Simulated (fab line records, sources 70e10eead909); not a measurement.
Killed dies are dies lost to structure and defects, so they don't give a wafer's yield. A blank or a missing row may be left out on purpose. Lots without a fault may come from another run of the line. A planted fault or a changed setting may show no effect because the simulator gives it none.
One fault seen from 2 desks | flow nand_harc | each desk has only its own numbers; what lay behind them comes last

THE TOOL OWNER'S DESK: arfi_scanner-02
The tool's own readings at NHARC_A_SLIT_EXPOSE_06 (exposes mask SLIT): means of the sampled wafers that have a number, for each lot that ran on this tool. A lot is out of limits, marked OUT, if its mean lies more than 4 standard deviations from the usual mean; the brackets give that distance.
Columns: A = exposure_dose_mJ_cm2 at NHARC_A_SLIT_EXPOSE_06, usual 60.78
lot  | first seen here | A
L430 | day 14 09:23    | 60.74
L434 | day 15 16:45    | 60.85
L441 | day 17 06:05    | 60.80
L444 | day 18 07:32    | 66.73 (+94) OUT
L447 | day 18 14:31    | 65.52 (+75) OUT
L450 | day 19 17:10    | 64.56 (+60) OUT
This desk's finding: out of limits on L444, L447, L450; first on L444, day 18 07:32 (exposure_dose_mJ_cm2 at NHARC_A_SLIT_EXPOSE_06). In limits: L430, L434, L441.

THE METROLOGY DESK
What the gauges read, lot by lot, whatever tool the lot ran on: means of the sampled wafers that have a number. A lot is out of limits, marked OUT, if its mean lies more than 4 standard deviations from the usual mean; the brackets give that distance.
Columns: A = cd_nm at NHARC_A_SGD_CUT_CD_MEAS_09, usual 100.4 nm; B = cd_nm at NHARC_A_SLIT_CD_MEAS_09, usual 300.1 nm
lot  | first seen here | A     | B
L430 | day 13 23:43    | 100.4 | 299.5
L433 | day 14 19:18    | 99.8  | 299.7
L434 | day 15 06:51    | 100.1 | 299.9
L435 | day 15 07:13    | 100.2 | 300.0
L439 | day 16 04:17    | 100.6 | 300.0
L440 | day 16 19:35    | 101.3 | 300.2
L441 | day 16 21:13    | 100.0 | 300.4
L444 | day 17 17:31    | 99.7  | 304.8 (+7.6) OUT
L447 | day 18 03:07    | 101.3 | 303.3 (+5.1) OUT
L449 | day 18 16:55    | 100.8 | 300.6
L450 | day 19 06:26    | 101.1 | 303.5 (+5.5) OUT
L452 | day 19 06:56    | 100.2 | 300.7
This desk's finding: out of limits on L444, L447, L450; first on L444, day 18 07:40 (cd_nm at NHARC_A_SLIT_CD_MEAS_09). In limits: L430, L433, L434, L435, L439, L440, L441, L449, L452.

PUT TOGETHER
The tool owner's desk could have raised an alarm at day 18 07:32, on L444, L447, L450.
The metrology desk could have raised an alarm at day 18 07:40, on L444, L447, L450.
Of the lots named, all ran NHARC_A_SLIT_EXPOSE_06 on arfi_scanner-02.

WHAT THE SIMULATOR HAD PUT IN
Process parameter drift: arfi_scanner-02, from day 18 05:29 on, at NHARC_A_SLIT_EXPOSE_06. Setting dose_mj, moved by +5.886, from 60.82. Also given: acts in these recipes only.
Lots struck among those shown: L444, L447, L450.
Hours from the fault's start to each desk's first reading out of limits: the tool owner's desk, 2; the metrology desk, 2.
